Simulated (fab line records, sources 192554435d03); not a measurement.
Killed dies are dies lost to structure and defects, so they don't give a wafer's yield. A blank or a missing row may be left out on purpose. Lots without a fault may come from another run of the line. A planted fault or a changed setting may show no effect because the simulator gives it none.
fab line records | flow n5_finfet
record lots=5 wafers=15 last_day=16
route steps=1938 shown MOL_CONTACT_COAG@543
lots that met no fault: from a run of the same line without faults
start_h: hours from the record's first day to the start of the lot's first wafer shown | wait_h: hours since the lot's step before | " the same as in the row above | L1.1+2: a row that stands for several wafers | - no value, or no start given | * or withheld: withheld | < > ~ a bound
route shown NAME@n: a module of which the file shows steps, and the number in the route of the first | usual: mean/standard deviation of fault-free wafers | same: alike in all rows | chamber/n: place in a boat | sites: the reading at each site | _std_site: their standard deviation | _edge_site: outer sites' mean less inner sites' | radius_mm: how far each site lies from the wafer's centre | mask NAME#n: copy n | behind: the tool/chamber that last shaped the wafer | hold: why the lot was held/for how many hours/how that ended | device: the transistor (n, p or np) that didn't switch | end of line: the same wafers' tests at the end of the route | a step without rows: its recipe alone | killed: dies lost to structure and defects at the first sort, not the wafer's yield | map: a wafer's dies, x killed, . not, _ none there
set.NAME: the setting as run; set.NAME@STEP: as run at that earlier step | model.NAME: the simulator's own value behind a step, which no gauge read
lots at some steps of the route; a table a step, a row a wafer
services: from which hour (start_h, from the record's first day; less than 0 if before it) a tool's chamber was out of use, for how many hours, and why
## steps
# step N5_MOL_CONTACT_COAG_TI_SIL_19
# recipe material=Ti target_thk_a=42 temp_c=200 chamber_pressure_pa=5 power_w=5000 time_s=15
# usual throttle_valve_pct=29.9/0.75
# columns lot.wafer tool chamber start_h wait_h throttle_valve_pct
L078.2 pvd_sputter-01 - 119.76 0.2 29.1
L078.3 " - " " 31.5
L078.6 " - " " 31.3
L081.3 pvd_sputter-03 - 132.32 0.1 29.9
L081.4 " - " " 30.1
L081.6 " - " " 29.6
L082.2 pvd_sputter-03 - 143.85 0.2 30.9
L082.3 " - " " 29.9
L082.4 " - " " 30.7
L088.2 pvd_sputter-03 - 172.54 0.2 29.9
L088.3 " - " " 30.4
L088.5 " - " " 30.1
L090.1 pvd_sputter-03 - 185.33 0.5 31.0
L090.2 " - " " 30.6
L090.6 " - " " 30.6
# step N5_MOL_CONTACT_COAG_ALD_20
# recipe material=TiN target_thk_a=15 temp_c=400 ald_precursor_family=TiCl4 ald_co_reactant=NH3 pulse_time_s=1 purge_time_s=3 co_reactant_purge_time_s=2 co_reactant_pulse_time_s=2 ald_cycles=68 pressure_torr=3
# usual heater_power_w=885/74 precursor_pulse_height_rel=1.000/0.02
# same ald_cycles=68 co_reactant_pulse_time_s=2
# columns lot.wafer tool chamber start_h wait_h heater_power_w precursor_pulse_height_rel
L078.2 ald_metal-03 1 119.93 0.1 901 0.990
L078.3 " 0 " " 927 0.967
L078.6 " 2 " " 764 1.025
L081.3 ald_metal-04 1 132.44 0.1 954 1.010
L081.4 " 3 " " 942 0.999
L081.6 " 3 " " 942 0.974
L082.2 ald_metal-03 2 143.97 0.1 760 0.991
L082.3 " 3 " " 876 0.975
L082.4 " 0 " " 905 0.986
L088.2 ald_metal-04 0 172.66 0.1 947 0.989
L088.3 " 2 " " 924 0.971
L088.5 " 1 " " 932 1.006
L090.1 ald_metal-03 0 185.45 0.1 910 0.962
L090.2 " 3 " " 874 1.001
L090.6 " 0 " " 915 1.004
# step N5_MOL_CONTACT_COAG_SIL_ANNEAL_21
# recipe temp_c=550 time_s=60 ambient=N2
# usual lamp_power_pct=6.64/0.13 wafer_temp_C_max=553.2/0.62
# columns lot.wafer tool chamber start_h wait_h lamp_power_pct wafer_temp_C_max
L078.2 rtp_anneal-02 0 120.34 0.2 6.77 553.0
L078.3 " 0 " " 6.78 552.8
L078.6 " 0 " " 6.78 552.8
L081.3 rtp_anneal-02 0 132.88 0.3 6.77 555.0
L081.4 " 0 " " 6.78 553.1
L081.6 " 0 " " 6.78 553.5
L082.2 rtp_anneal-01 0 144.37 0.2 6.52 552.6
L082.3 " 0 " " 6.52 552.9
L082.4 " 0 " " 6.53 553.2
L088.2 rtp_anneal-02 0 173.07 0.2 6.77 554.2
L088.3 " 0 " " 6.77 552.8
L088.5 " 0 " " 6.78 554.0
L090.1 rtp_anneal-01 0 185.83 0.2 6.52 553.1
L090.2 " 0 " " 6.52 552.6
L090.6 " 0 " " 6.53 551.8
# step N5_MOL_CONTACT_COAG_PRE_CLEAN_141
# recipe gas=H2/He time_s=60 temp_c=300
# usual heater_power_w=439/39
# columns lot.wafer tool chamber start_h wait_h heater_power_w
L078.2 pvd_sputter-03 - 122.62 2.3 401
L078.3 " - " " 459
L078.6 " - " " 440
L081.3 pvd_sputter-03 - 135.02 2.1 391
L081.4 " - " " 419
L081.6 " - " " 453
L082.2 pvd_sputter-03 - 145.13 0.7 396
L082.3 " - " " 464
L082.4 " - " " 400
L088.2 pvd_sputter-03 - 174.30 1.2 403
L088.3 " - " " 469
L088.5 " - " " 443
L090.1 pvd_sputter-02 - 187.44 1.6 392
L090.2 " - " " 446
L090.6 " - " " 522
# step N5_MOL_CONTACT_COAG_SPUTTER_143
# recipe material=Co target_thk_a=25 temp_c=25 chamber_pressure_pa=0.2
# usual throttle_valve_pct=29.8/0.75
# columns lot.wafer tool chamber start_h wait_h throttle_valve_pct
L078.2 pvd_sputter-03 - 122.68 0.0 29.7
L078.3 " - " " 30.7
L078.6 " - " " 30.3
L081.3 pvd_sputter-03 - 135.08 0.0 30.0
L081.4 " - " " 30.0
L081.6 " - " " 30.2
L082.2 pvd_sputter-03 - 145.19 0.0 29.8
L082.3 " - " " 30.7
L082.4 " - " " 30.0
L088.2 pvd_sputter-03 - 174.36 0.0 29.8
L088.3 " - " " 30.6
L088.5 " - " " 30.4
L090.1 pvd_sputter-02 - 187.50 0.0 28.8
L090.2 " - " " 29.8
L090.6 " - " " 28.8
# step N5_MOL_CONTACT_COAG_CO_FILL_22
# recipe material=Co target_thk_a=200 temp_c=200 precursor=CCTBA/H2 pressure_torr=30
# usual heater_power_w=243/19
# columns lot.wafer tool chamber start_h wait_h heater_power_w
L078.2 cvd_co-01 0 122.80 0.1 267
L078.3 " 0 " " 260
L078.6 " 0 " " 261
L081.3 cvd_co-02 0 135.49 0.4 206
L081.4 " 2 " " 262
L081.6 " 2 " " 257
L082.2 cvd_co-01 1 145.31 0.1 237
L082.3 " 2 " " 230
L082.4 " 2 " " 227
L088.2 cvd_co-02 1 174.54 0.1 253
L088.3 " 0 " " 211
L088.5 " 1 " " 247
L090.1 cvd_co-02 2 187.62 0.1 257
L090.2 " 1 " " 251
L090.6 " 1 " " 252
# step N5_MOL_CONTACT_COAG_ANNEAL_113
# recipe temp_c=400 time_s=300 ambient=H2/N2
# usual lamp_power_pct=2.86/0.054 wafer_temp_C_max=402.3/0.5
# columns lot.wafer tool chamber start_h wait_h lamp_power_pct wafer_temp_C_max
L078.2 rtp_anneal-01 0 123.86 0.8 2.80 401.8
L078.3 " 0 " " 2.80 403.0
L078.6 " 0 " " 2.80 402.3
L081.3 rtp_anneal-02 0 136.41 0.6 2.91 401.2
L081.4 " 0 " " 2.92 403.1
L081.6 " 0 " " 2.91 402.5
L082.2 rtp_anneal-02 0 146.07 0.5 2.91 402.0
L082.3 " 0 " " 2.91 403.1
L082.4 " 0 " " 2.91 402.4
L088.2 rtp_anneal-01 0 175.41 0.6 2.80 402.4
L088.3 " 0 " " 2.81 401.9
L088.5 " 0 " " 2.81 402.3
L090.1 rtp_anneal-02 0 188.23 0.3 2.91 401.7
L090.2 " 0 " " 2.91 403.1
L090.6 " 0 " " 2.91 401.8
# step N5_MOL_CONTACT_COAG_PRE_CLEAN_142
# recipe gas=H2/He time_s=60 temp_c=300
# usual heater_power_w=433/34
# columns lot.wafer tool chamber start_h wait_h heater_power_w
L078.2 pvd_sputter-03 - 127.01 3.0 439
L078.3 " - " " 412
L078.6 " - " " 390
L081.3 pvd_sputter-01 - 137.13 0.6 470
L081.4 " - " " 379
L081.6 " - " " 438
L082.2 pvd_sputter-03 - 147.47 1.2 461
L082.3 " - " " 399
L082.4 " - " " 450
L088.2 pvd_sputter-01 - 176.98 1.4 479
L088.3 " - " " 448
L088.5 " - " " 383
L090.1 pvd_sputter-03 - 190.33 1.9 405
L090.2 " - " " 408
L090.6 " - " " 418
# step N5_MOL_CONTACT_COAG_SPUTTER_130
# recipe material=Co target_thk_a=475 temp_c=25 chamber_pressure_pa=0.5 power_w=3000
# usual throttle_valve_pct=30.1/0.67
# columns lot.wafer tool chamber start_h wait_h throttle_valve_pct
L078.2 pvd_sputter-03 - 127.07 0.0 30.5
L078.3 " - " " 29.8
L078.6 " - " " 30.0
L081.3 pvd_sputter-01 - 137.19 0.0 30.5
L081.4 " - " " 29.0
L081.6 " - " " 31.7
L082.2 pvd_sputter-03 - 147.53 0.0 30.6
L082.3 " - " " 30.1
L082.4 " - " " 30.6
L088.2 pvd_sputter-01 - 177.04 0.0 30.3
L088.3 " - " " 30.9
L088.5 " - " " 29.1
L090.1 pvd_sputter-03 - 190.39 0.0 29.9
L090.2 " - " " 29.9
L090.6 " - " " 29.6
# step N5_MOL_CONTACT_COAG_PRECLEAN_125
# recipe chemistry=DIW time_s=57.5 temp_c=23
# columns lot.wafer tool chamber start_h wait_h
L078.2+3+6 wet_bench-06 7,4,6 127.20 0.1
L081.3+4+6 wet_bench-01 7,4,5 137.32 0.1
L082.2+3+4 wet_bench-06 5,7,0 147.66 0.1
L088.2+3+5 wet_bench-06 1,2,4 177.17 0.1
L090.1+2+6 wet_bench-01 7,2,1 190.52 0.1
# step N5_MOL_CONTACT_COAG_SRD_126
# recipe dry_time_s=32 dry=n2_spin spin_rpm=1500
# same dry_time_s=32
# columns lot.wafer tool chamber start_h wait_h
L078.2+3+6 wet_bench-06 7,4,6 127.22 0.0
L081.3+4+6 wet_bench-01 7,4,5 137.34 0.0
L082.2+3+4 wet_bench-06 5,7,0 147.68 0.0
L088.2+3+5 wet_bench-06 1,2,4 177.19 0.0
L090.1+2+6 wet_bench-01 7,2,1 190.54 0.0
# step N5_MOL_CONTACT_COAG_CMP_23
# recipe stop_on=SiO2 t_overpolish_s=1.5 post_cmp_clean=cu_alkaline down_force_psi=2 platen_rpm=50.289 pad_velocity_m_s=1.0006 target_thk_nm=0
# usual edge_zone_pressure_frac=1.001/0.005 motor_current_A=8.1/0.78 overpolish_run_s=1.501/0.0089 time_to_endpoint_s=9.8/1.8
# columns lot.wafer tool chamber start_h wait_h edge_zone_pressure_frac motor_current_A overpolish_run_s time_to_endpoint_s
L078.2 cmp-02 3 127.25 0.0 1.007 8.6 1.504 13.2
L078.3 " 1 " " 1.000 7.2 1.493 11.4
L078.6 " 3 " " 0.998 9.3 1.493 11.9
L081.3 cmp-02 2 137.41 0.1 1.003 9.8 1.503 8.9
L081.4 " 0 " " 1.008 6.3 1.504 8.3
L081.6 " 1 " " 0.996 7.0 1.491 9.0
L082.2 cmp-02 2 147.71 0.0 1.000 10.1 1.503 9.5
L082.3 " 3 " " 0.997 8.8 1.505 10.1
L082.4 " 1 " " 1.001 7.0 1.494 10.3
L088.2 cmp-04 0 177.22 0.0 0.997 8.0 1.488 9.5
L088.3 " 1 " " 0.994 7.9 1.476 7.9
L088.5 " 0 " " 1.004 8.1 1.507 8.5
L090.2 cmp-04 3 190.65 0.1 0.994 7.6 1.506 13.5
L090.1 " 0 " " 1.000 7.7 1.496 10.8
L090.6 " 2 " " 0.996 8.5 1.508 10.4
# step N5_MOL_CONTACT_COAG_WET_ETCH_26
# recipe target=Co target_depth_nm=13
# columns lot.wafer tool chamber start_h wait_h
L078.2+3+6 wet_bench-03 4,0,2 127.60 0.0
L081.3+4+6 wet_bench-06 1,2,0 137.72 0.0
L082.2+3+4 wet_bench-01 6,5,2 148.06 0.0
L088.2+3+5 wet_bench-03 0,5,1 177.58 0.0
L090.1+2+6 wet_bench-06 3,1,4 190.92 0.0
# step N5_MOL_CONTACT_COAG_WET_ETCH_116
# recipe chemistry=SC1-inhibited target_depth_nm=4.6 dry=ipa_marangoni rinse_time_s=30 rinse_temp_c=23
# columns lot.wafer tool chamber start_h wait_h
L078.2+3+6 wet_bench-03 4,0,2 127.76 0.0
L081.3+4+6 wet_bench-06 1,2,0 137.89 0.0
L082.2+3+4 wet_bench-01 6,5,2 153.08 4.9
L088.2+3+5 wet_bench-03 0,5,1 177.75 0.0
L090.1+2+6 wet_bench-06 3,1,4 191.09 0.0
# step N5_MOL_CONTACT_COAG_ALD_27
# recipe material=SiOC target_thk_a=170 temp_c=400 ald_precursor_family=carbosiloxane ald_co_reactant=H2-plasma pulse_time_s=1.5 time_s=2720 purge_time_s=2 co_reactant_purge_time_s=2 ald_cycles=340 pressure_torr=2
# usual heater_power_w=838/67 precursor_pulse_height_rel=1.002/0.02
# same ald_cycles=340
# columns lot.wafer tool chamber start_h wait_h heater_power_w precursor_pulse_height_rel
L078.2 ald_sin-03 0 128.12 0.0 797 0.984
L078.3 " 3 " " 1021 1.002
L078.6 " 1 " " 840 1.005
L081.3 ald_sin-04 0 138.23 0.0 839 0.986
L081.4 " 1 " " 787 1.008
L081.6 " 0 " " 864 1.015
L082.2 ald_sin-02 0 153.41 0.0 836 1.009
L082.3 " 3 " " 908 0.990
L082.4 " 2 " " 773 0.978
L088.2 ald_sin-02 3 179.11 1.0 896 1.010
L088.3 " 0 " " 836 1.040
L088.5 " 0 " " 838 1.009
L090.1 ald_sin-02 0 191.43 0.0 855 0.959
L090.2 " 1 " " 725 1.042
L090.6 " 0 " " 843 0.992
# step N5_MOL_CONTACT_COAG_CMP_28
# recipe stop_on=SiNx t_overpolish_s=0.85 post_cmp_clean=alkaline_brush down_force_psi=4.15 platen_rpm=51.8 pad_velocity_m_s=1.0307 target_thk_nm=14.522
# usual edge_zone_pressure_frac=1.000/0.0047 motor_current_A=12.5/1.5 time_to_endpoint_s=5.0/1.9
# columns lot.wafer tool chamber start_h wait_h edge_zone_pressure_frac motor_current_A time_to_endpoint_s
L078.3 cmp-04 0 129.68 0.8 1.003 12.3 6.8
L078.2 " 2 " " 0.994 13.4 3.7
L078.6 " 0 " " 1.008 11.5 7.0
L081.4 cmp-02 3 139.88 0.9 1.004 13.3 2.8
L081.3 " 0 " " 0.992 9.4 2.9
L081.6 " 2 " " 0.994 15.2 3.6
L082.2 cmp-04 0 155.01 0.8 0.999 11.8 5.4
L082.4 " 1 " " 1.004 12.4 7.3
L082.3 " 2 " " 1.007 13.4 7.5
L088.2 cmp-03 2 180.73 0.8 1.003 12.0 7.9
L088.3 " 0 " " 0.996 12.6 7.0
L088.5 " 2 " " 1.009 12.4 8.1
L090.2 cmp-02 1 193.08 0.9 1.002 10.4 5.0
L090.1 " 2 " " 0.998 15.7 6.4
L090.6 " 0 " " 0.993 9.5 4.8
# step N5_MOL_CONTACT_COAG_THK_MEAS_29
# recipe reads=SiNx_of_GATE_CUT_PECVD_57+SiNx_of_GATE_CUT_SAC_CAP_01
# usual MD_CAP_THK=17.91/0.086
# columns lot.wafer tool chamber start_h wait_h MD_CAP_THK[nm]
L078.2 film_metro-01 - 129.98 - 17.91
L078.3 " - " " 17.92
L078.6 " - " " 17.84
L081.3 film_metro-01 - 140.10 - 17.91
L081.4 " - " " 17.77
L081.6 " - " " 17.89
L082.2 film_metro-02 - 155.27 - 18.03
L082.3 " - " " 18.01
L082.4 " - " " 17.84
L088.2 film_metro-02 - 180.99 - 18.05
L088.3 " - " " 18.09
L088.5 " - " " 17.97
L090.1 film_metro-02 - 193.30 - 17.83
L090.2 " - " " 17.99
L090.6 " - " " 18.00
# step N5_MOL_CONTACT_COAG_ALD_123
# recipe material=SiNx target_thk_a=50 temp_c=400 ald_precursor_family=SiH2I2 ald_co_reactant=N2/H2-plasma pulse_time_s=1 purge_time_s=2 co_reactant_purge_time_s=2 ald_cycles=100 pressure_torr=2
# usual heater_power_w=834/66 precursor_pulse_height_rel=1.000/0.019
# same ald_cycles=100
# columns lot.wafer tool chamber start_h wait_h heater_power_w precursor_pulse_height_rel
L078.2 ald_sin-04 1 130.02 0.0 780 1.044
L078.3 " 2 " " 806 0.998
L078.6 " 1 " " 802 1.024
L081.3 ald_sin-02 2 140.13 0.0 792 1.034
L081.4 " 1 " " 728 1.007
L081.6 " 2 " " 779 0.983
L082.2 ald_sin-02 2 155.30 0.0 791 1.001
L082.3 " 0 " " 848 1.005
L082.4 " 3 " " 892 0.967
L088.2 ald_sin-03 0 181.02 0.0 798 0.988
L088.3 " 2 " " 860 1.000
L088.5 " 0 " " 795 1.014
L090.1 ald_sin-02 0 193.33 0.0 828 0.996
L090.2 " 3 " " 878 0.959
L090.6 " 3 " " 893 0.999
# step N5_MOL_CONTACT_COAG_PECVD_31
# recipe material=SiO2 target_thk_a=460 temp_c=400 precursor=TEOS/O2 pressure_torr=6.5 rf_w=withheld teos_flow_sccm=withheld gas=O2 flow_sccm=2650 time_s=8.9
# columns lot.wafer tool chamber start_h wait_h
L078.2+3+6 pecvd-04 2,2,0 130.52 0.3
L081.3+4+6 pecvd-02 2,0,1 140.64 0.3
L082.2+3+4 pecvd-02 2,1,2 155.81 0.3
L088.2+3+5 pecvd-04 2,0,1 181.53 0.3
L090.1+2+6 pecvd-04 2,1,2 193.84 0.3
# step N5_MOL_CONTACT_COAG_COAT_75
# recipe resist=SOC temp_c=250 time_s=60 spin_rpm=1500 resist_thk_nm=60
# columns lot.wafer tool chamber start_h wait_h
L078.2+3+6 litho_track-05 0 130.59 0.1
L081.3+4+6 litho_track-01 0 140.70 0.0
L082.2+3+4 litho_track-01 0 155.87 0.0
L088.2+3+5 litho_track-02 0 181.58 0.0
L090.1+2+6 litho_track-01 0 193.89 0.0
# step N5_MOL_CONTACT_COAG_COAT_76
# recipe resist=SiARC temp_c=220 time_s=60 spin_rpm=1500 resist_thk_nm=10
# columns lot.wafer tool chamber start_h wait_h
L078.2+3+6 litho_track-05 0 - -
L081.3+4+6 litho_track-01 0 - -
L082.2+3+4 litho_track-01 0 - -
L088.2+3+5 litho_track-02 0 - -
L090.1+2+6 litho_track-01 0 - -
# step N5_MOL_CONTACT_COAG_COAT_77
# recipe resist=underlayer temp_c=205 time_s=60 spin_rpm=1500 resist_thk_nm=10
# columns lot.wafer tool chamber start_h wait_h
L078.2+3+6 litho_track-05 0 - -
L081.3+4+6 litho_track-01 0 - -
L082.2+3+4 litho_track-01 0 - -
L088.2+3+5 litho_track-02 0 - -
L090.1+2+6 litho_track-01 0 - -
# step N5_MOL_CONTACT_COAG_COAT_78
# recipe resist=CAR-EUV spin_rpm=1500 resist_thk_nm=40
# columns lot.wafer tool chamber start_h wait_h
L078.2+3+6 litho_track-05 0 - -
L081.3+4+6 litho_track-01 0 - -
L082.2+3+4 litho_track-01 0 - -
L088.2+3+5 litho_track-02 0 - -
L090.1+2+6 litho_track-01 0 - -
# step N5_MOL_CONTACT_COAG_EBR_80
# recipe solvent=PGMEA ebr_width_mm=1.5
# columns lot.wafer tool chamber start_h wait_h
L078.2+3+6 litho_track-05 0 - -
L081.3+4+6 litho_track-01 0 - -
L082.2+3+4 litho_track-01 0 - -
L088.2+3+5 litho_track-02 0 - -
L090.1+2+6 litho_track-01 0 - -
# step N5_MOL_CONTACT_COAG_SOFTBAKE_79
# recipe temp_c=110 time_s=60 resist=CAR-EUV
# columns lot.wafer tool chamber start_h wait_h
L078.2+3+6 litho_track-05 0 - -
L081.3+4+6 litho_track-01 0 - -
L082.2+3+4 litho_track-01 0 - -
L088.2+3+5 litho_track-02 0 - -
L090.1+2+6 litho_track-01 0 - -
# step N5_MOL_CONTACT_COAG_EXPOSE_81
# recipe mask_id=VG na=0.33 source_shape=annular sigma_inner=0.3 sigma_outer=0.7 polarization=unpolarized defocus_nm=0 dose_mj=59.5
# columns lot.wafer tool chamber start_h wait_h mask
L078.2+3+6 euv_scanner-02 0 130.74 - VG#0
L081.3+4+6 euv_scanner-02 0 140.98 - VG#0
L082.2+3+4 euv_scanner-01 0 156.14 - VG#0
L088.2+3+5 euv_scanner-01 0 181.75 - VG#0
L090.1+2+6 euv_scanner-01 0 194.03 - VG#0
# step N5_MOL_CONTACT_COAG_PEB_82
# recipe peb_temp_c=100 peb_time_s=60 resist=CAR-EUV
# columns lot.wafer tool chamber start_h wait_h
L078.2+3+6 litho_track-01 0 130.81 0.1
L081.3+4+6 litho_track-01 0 141.04 0.1
L082.2+3+4 litho_track-02 0 156.20 0.1
L088.2+3+5 litho_track-01 0 181.82 0.1
L090.1+2+6 litho_track-02 0 194.11 0.1
# step N5_MOL_CONTACT_COAG_DEVELOP_83
# recipe develop_time_s=30 developer=TMAH resist=CAR-EUV rinse_liquid=surfactant_rinse dry=air_spin dev_temp_c=23
# columns lot.wafer tool chamber start_h wait_h
L078.2+3+6 litho_track-01 0 - -
L081.3+4+6 litho_track-01 0 - -
L082.2+3+4 litho_track-02 0 - -
L088.2+3+5 litho_track-01 0 - -
L090.1+2+6 litho_track-02 0 - -
# step N5_MOL_CONTACT_COAG_CD_MEAS_84
# recipe target_cd_nm=25.1 landing_energy_ev=500 detector=se_inlens polarity=opening
# usual cd_nm=25.07/0.24
# columns lot.wafer tool chamber start_h wait_h cd_nm
L078.2 cd_sem-01 0 130.87 - 24.93
L078.3 " 0 " " 24.91
L078.6 " 0 " " 24.90
L081.3 cd_sem-03 0 141.11 - 25.35
L081.4 " 0 " " 25.14
L081.6 " 0 " " 25.01
L082.2 cd_sem-01 0 156.27 - 24.80
L082.3 " 0 " " 24.96
L082.4 " 0 " " 24.75
L088.2 cd_sem-01 0 181.89 - 25.31
L088.3 " 0 " " 25.14
L088.5 " 0 " " 24.86
L090.1 cd_sem-03 0 194.17 - 24.90
L090.2 " 0 " " 24.96
L090.6 " 0 " " 25.02
# step N5_MOL_CONTACT_COAG_OVL_MEAS_85
# recipe points_per_wafer=522
# usual VG_OVL=0.3/0.88
# columns lot.wafer tool chamber start_h wait_h VG_OVL[nm]
L078.2 overlay-01 0 130.91 0.0 0.6
L078.3 " 0 " " -0.3
L078.6 " 0 " " 0.5
L081.3 overlay-01 0 141.15 0.0 -0.4
L081.4 " 0 " " 0.7
L081.6 " 0 " " -0.2
L082.2 overlay-01 0 156.31 0.0 -1.5
L082.3 " 0 " " -0.9
L082.4 " 0 " " -2.0
L088.2 overlay-01 0 181.92 0.0 -0.8
L088.3 " 0 " " -1.6
L088.5 " 0 " " -0.5
L090.1 overlay-02 0 194.20 0.0 -0.1
L090.2 " 0 " " 0.1
L090.6 " 0 " " -0.3
# step N5_MOL_CONTACT_COAG_INSPECT_57
# recipe mode=adi inspect_instrument=brightfield
# usual raw_defect_count=203/47
# columns lot.wafer tool chamber start_h wait_h raw_defect_count
L078.2 defect_inspect-01 - 130.96 0.0 171
L078.3 " - " " 147
L078.6 " - " " 187
L081.3 defect_inspect-01 - 141.19 0.0 199
L081.4 " - " " 188
L081.6 " - " " 117
L082.2 defect_inspect-02 - 156.36 0.0 159
L082.3 " - " " 193
L082.4 " - " " 145
L088.2 defect_inspect-02 - 181.98 0.0 229
L088.3 " - " " 192
L088.5 " - " " 172
L090.1 defect_inspect-02 - 194.26 0.1 145
L090.2 " - " " 235
L090.6 " - " " 197
# step N5_MOL_CONTACT_COAG_DESCUM_88
# recipe chemistry=O2 time_s=7 source_power_w=50 bias_power_w=20 pressure_mtorr=20 rf_frequency_hz=2.712e+07 temp_c=40 resist=CAR-EUV o2_flow_sccm=225
# usual chamber_pressure_mTorr=20.000/0.017 drypump_motor_current_A=5.7/0.46 oes_product_au=0.77/0.089 rf_vpp_V=243.3/1.5 showerhead_plenum_p_Torr=2.11/0.083 throttle_valve_pct=20.49/0.28
# columns lot.wafer tool chamber start_h wait_h chamber_pressure_mTorr drypump_motor_current_A oes_product_au rf_hours_counter_h rf_vpp_V showerhead_plenum_p_Torr throttle_valve_pct
L078.2 rie_diel-06 0 131.40 0.4 20.008 5.8 0.70 214 241.5 2.08 20.83
L078.3 " 3 " " 20.020 5.7 0.93 16 243.1 2.22 20.21
L078.6 " 0 " " 19.997 5.8 0.70 - 243.8 2.08 20.82
L081.3 rie_diel-06 3 141.23 0.0 20.004 5.7 0.91 19 246.2 2.22 20.20
L081.4 " 1 " " 19.994 5.9 0.68 - 241.7 1.97 20.90
L081.6 " 3 " " 19.984 5.7 0.92 - 245.5 2.22 20.19
L082.2 rie_diel-02 3 156.39 0.0 20.011 5.8 0.68 224 241.1 2.07 20.46
L082.3 " 0 " " 19.970 6.3 0.75 164 242.3 2.09 20.21
L082.4 " 2 " " 20.014 5.9 0.74 182 244.0 2.18 20.40
L088.2 rie_diel-02 0 182.11 0.1 20.032 6.4 0.74 175 242.6 2.09 20.23
L088.3 " 1 " " 20.014 6.6 0.81 82 245.7 2.21 20.18
L088.5 " 1 " " 19.978 6.5 0.82 - 244.4 2.21 20.19
L090.1 rie_diel-05 0 194.74 0.5 20.016 5.9 0.90 31 242.8 2.04 20.01
L090.2 " 3 " " 20.004 4.9 0.69 203 244.3 2.15 20.41
L090.6 " 2 " " 20.005 5.5 0.91 - 243.8 2.23 20.28
# step N5_MOL_CONTACT_COAG_ETCH_89
# recipe chemistry=N2/H2 target=underlayer target_depth_a=130 mask_material=CAR-EUV time_s=10.4 ion_energy_ev=200 pressure_mtorr=30 source_w=840 bias_w=150 n2_flow_sccm=200 h2_flow_sccm=200 ends=cleared
# usual chamber_pressure_mTorr=30.005/0.03 drypump_motor_current_A=5.7/0.47 etch_rf_on_time_s=10.40/0.19 oes_product_au=0.66/0.077 rf_vpp_V=524.5/2.9 showerhead_plenum_p_Torr=2.56/0.1 throttle_valve_pct=17.96/0.3
# columns lot.wafer tool chamber start_h wait_h chamber_pressure_mTorr drypump_motor_current_A etch_rf_on_time_s oes_product_au rf_hours_counter_h rf_vpp_V showerhead_plenum_p_Torr throttle_valve_pct
L078.2 rie_diel-06 0 131.44 0.0 29.996 5.8 10.44 0.59 214 523.9 2.52 18.27
L078.3 " 3 " " 29.987 5.7 10.20 0.79 16 527.7 2.71 17.67
L078.6 " 0 " " 29.993 5.8 10.50 0.59 - 524.6 2.52 18.29
L081.3 rie_diel-06 3 141.26 0.0 30.019 5.8 10.23 0.79 19 527.9 2.71 17.68
L081.4 " 1 " " 29.976 5.9 10.47 0.58 - 520.0 2.41 18.54
L081.6 " 3 " " 30.004 5.8 10.10 0.79 - 527.4 2.71 17.68
L082.2 rie_diel-02 3 156.43 0.0 29.989 5.7 10.64 0.58 224 523.3 2.51 17.92
L082.3 " 0 " " 30.038 6.4 10.17 0.65 164 523.7 2.54 17.61
L082.4 " 2 " " 29.979 5.9 10.54 0.63 182 526.0 2.64 17.83
L088.2 rie_diel-02 0 182.14 0.0 29.992 6.4 10.12 0.64 175 523.3 2.53 17.62
L088.3 " 1 " " 30.062 6.6 10.19 0.70 82 527.6 2.68 17.61
L088.5 " 1 " " 29.987 6.6 10.22 0.70 - 527.3 2.68 17.62
L090.1 rie_diel-05 0 194.78 0.0 30.018 5.9 10.27 0.77 31 522.7 2.48 17.52
L090.2 " 3 " " 30.045 4.8 10.58 0.59 203 525.1 2.64 17.99
L090.6 " 2 " " 30.071 5.6 10.47 0.76 - 529.2 2.71 17.63
# step N5_MOL_CONTACT_COAG_ETCH_90
# recipe chemistry=CF4 target=SiARC target_depth_a=130 mask_material=CAR-EUV time_s=21.7 ion_energy_ev=80 pressure_mtorr=40 source_w=545 bias_w=36 Ar_flow_sccm=100 cf4_flow_sccm=100 ends=cleared
# usual chamber_pressure_mTorr=40.00/0.038 drypump_motor_current_A=5.7/0.46 etch_rf_on_time_s=21.7/0.35 oes_product_au=0.66/0.076 rf_vpp_V=184.2/1.4 showerhead_plenum_p_Torr=2.15/0.083 throttle_valve_pct=15.67/0.27
# columns lot.wafer tool chamber start_h wait_h chamber_pressure_mTorr drypump_motor_current_A etch_rf_on_time_s oes_product_au rf_hours_counter_h rf_vpp_V showerhead_plenum_p_Torr throttle_valve_pct
L078.2 rie_diel-06 0 131.46 0.0 40.00 5.8 21.7 0.59 214 183.9 2.11 15.95
L078.3 " 3 " " 40.04 5.7 21.2 0.79 16 185.7 2.27 15.36
L078.6 " 0 " " 39.98 5.8 21.9 0.59 - 183.1 2.11 15.95
L081.3 rie_diel-06 3 141.28 0.0 39.96 5.7 21.4 0.77 19 185.6 2.27 15.37
L081.4 " 1 " " 40.04 5.9 21.7 0.59 - 182.4 2.03 16.17
L081.6 " 3 " " 39.98 5.7 21.4 0.78 - 184.5 2.27 15.36
L082.2 rie_diel-02 3 156.45 0.0 40.05 5.8 22.3 0.57 224 182.9 2.11 15.67
L082.3 " 0 " " 39.99 6.3 21.3 0.65 164 184.9 2.13 15.42
L082.4 " 2 " " 40.01 5.9 21.5 0.64 182 184.4 2.21 15.56
L088.2 rie_diel-02 0 182.16 0.0 39.98 6.3 21.7 0.64 175 184.3 2.13 15.43
L088.3 " 1 " " 39.97 6.5 21.7 0.69 82 186.5 2.25 15.33
L088.5 " 1 " " 40.02 6.5 21.7 0.70 - 186.3 2.25 15.35
L090.1 rie_diel-05 0 194.80 0.0 39.97 5.9 21.0 0.78 31 183.7 2.09 15.22
L090.2 " 3 " " 40.07 4.8 22.1 0.59 203 184.7 2.21 15.73
L090.6 " 2 " " 40.07 5.6 21.9 0.77 - 186.6 2.28 15.42
## services
# columns tool chamber start_h hours kind
wet_bench-01 - 98.76 3.3 repair
rie_diel-06 1 99.50 6.9 repair
pecvd-04 - 100.78 6.0 pm
pvd_sputter-02 - 104.76 2.3 repair
cvd_co-02 2 110.89 11.5 repair
cvd_co-01 1 116.18 24.8 repair
euv_scanner-01 - 127.41 1.0 pm
cmp-02 - 129.62 4.0 pm
euv_scanner-01 - 130.37 4.6 pm
pecvd-04 - 133.79 2.8 pm
euv_scanner-01 - 136.30 2.4 repair
pecvd-04 - 138.03 0.5 repair
euv_scanner-02 - 144.20 1.0 pm
cmp-04 - 151.66 0.4 repair
cmp-04 - 160.56 1.0 repair
ald_sin-03 2 160.90 16.3 repair
cmp-04 - 163.28 0.5 repair
cmp-02 - 163.61 2.4 repair
ald_sin-04 - 177.89 14.0 pm
pecvd-02 - 181.36 28.1 pm
pecvd-04 - 181.78 1.6 repair
euv_scanner-01 - 183.56 1.0 pm
cmp-02 - 184.71 0.3 repair
wet_bench-06 - 187.69 1.9 pm
## key
fault none
